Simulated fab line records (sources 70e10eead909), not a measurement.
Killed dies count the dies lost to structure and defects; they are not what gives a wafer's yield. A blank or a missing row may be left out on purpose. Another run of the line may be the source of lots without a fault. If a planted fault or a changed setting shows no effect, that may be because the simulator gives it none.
Matching of chambers | flow nand-harc | NHARC_A_CHANNEL_FILL_D2_ALD_14 on ald-hk-03: 4 sister chambers
The step deposits SiO2, target thk 2.5 nm, pulse time 10 s, ald cycles 25. 4 wafers are shown with their chamber, then 7 later ones without.

== EACH WAFER AND ITS CHAMBER ==
wafer  | chamber | heater-power-w (W)
L081.1 | 1       | 478
L084.6 | 0       | 444
L090.1 | 2       | 430
L090.4 | 3       | 421

== WAFERS WHOSE CHAMBER IS MISSING ==
wafer  | heater-power-w (W)
L090.5 | 417
L092.1 | 427
L092.5 | 488
L092.6 | 439
L097.1 | 429
L097.3 | 486
L097.6 | 426

== WHICH CHAMBER EACH ONE RAN IN ==
wafer  | from the rows above     | in truth
L090.5 | can't be placed: 3 or 2 | 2
L092.1 | can't be placed: 2 or 3 | 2
L092.5 | 1                       | 1
L092.6 | can't be placed: 0 or 2 | 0
L097.1 | can't be placed: 2 or 3 | 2
L097.3 | 1                       | 1
L097.6 | can't be placed: 2 or 3 | 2
2 of 7 placed correctly. Cannot be placed on the basis of these rows: 5; the candidates contain the true chamber in 5. 0 placed wrongly.
How it was worked out, from the rows above alone: a wafer's distance from a chamber is the root of the sum, over the readings, of the square of ((its reading less the chamber's mean) divided by the reading's scatter). If the next closest chamber is less than 2 further off than the closest, the wafer can't be placed; otherwise it belongs to the closest. The mean given for a chamber averages the wafers shown for that chamber. The scatter (one wafer shown for each chamber): square how far every hidden wafer sits from the nearest shown wafer, average those squares and take the square root.
